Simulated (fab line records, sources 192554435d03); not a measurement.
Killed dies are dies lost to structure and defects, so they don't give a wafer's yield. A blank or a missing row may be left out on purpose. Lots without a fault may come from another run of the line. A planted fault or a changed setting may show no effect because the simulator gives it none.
Chamber matching | flow n5_finfet | N5_BEOL_M9_PECVD_70 on pecvd-03: 3 sister chambers
The step deposits SiO2 from TEOS/O2, target thk 20 nm, time 22.7 s. 3 wafers are shown with their chamber, then 8 later ones without.

WAFERS WITH THEIR CHAMBER
wafer  | chamber | throttle_valve_pct (%)
L093.4 | 0       | 22.6
L093.5 | 2       | 21.5
L094.1 | 1       | 24.8

WAFERS WITHOUT THEIR CHAMBER
wafer  | throttle_valve_pct (%)
L094.2 | 22.7
L094.4 | 22.7
L095.2 | 21.3
L095.3 | 22.6
L095.6 | 25.1
L096.3 | 21.4
L096.4 | 22.6
L096.5 | 24.9

WHICH CHAMBER EACH WENT THROUGH
wafer  | from the rows above | in truth
L094.2 | 0                   | 0
L094.4 | 0                   | 0
L095.2 | 2                   | 2
L095.3 | 0                   | 0
L095.6 | 1                   | 1
L096.3 | 2                   | 2
L096.4 | 0                   | 0
L096.5 | 1                   | 1
Placed correctly: 8 of 8. Can't be placed from these rows: 0. Placed wrongly: 0.
How it was worked out, from the rows above alone: a wafer's distance from a chamber is the root of the sum, over the readings, of the square of ((its reading less the chamber's mean) divided by the reading's scatter). The wafer belongs to the nearest chamber; if the next one is less than 2 further off, it can't be placed. A chamber's mean is the mean of its shown wafers. The scatter: with one shown wafer a chamber, the root of the mean of the squares of how far each hidden wafer lies from its nearest shown one.
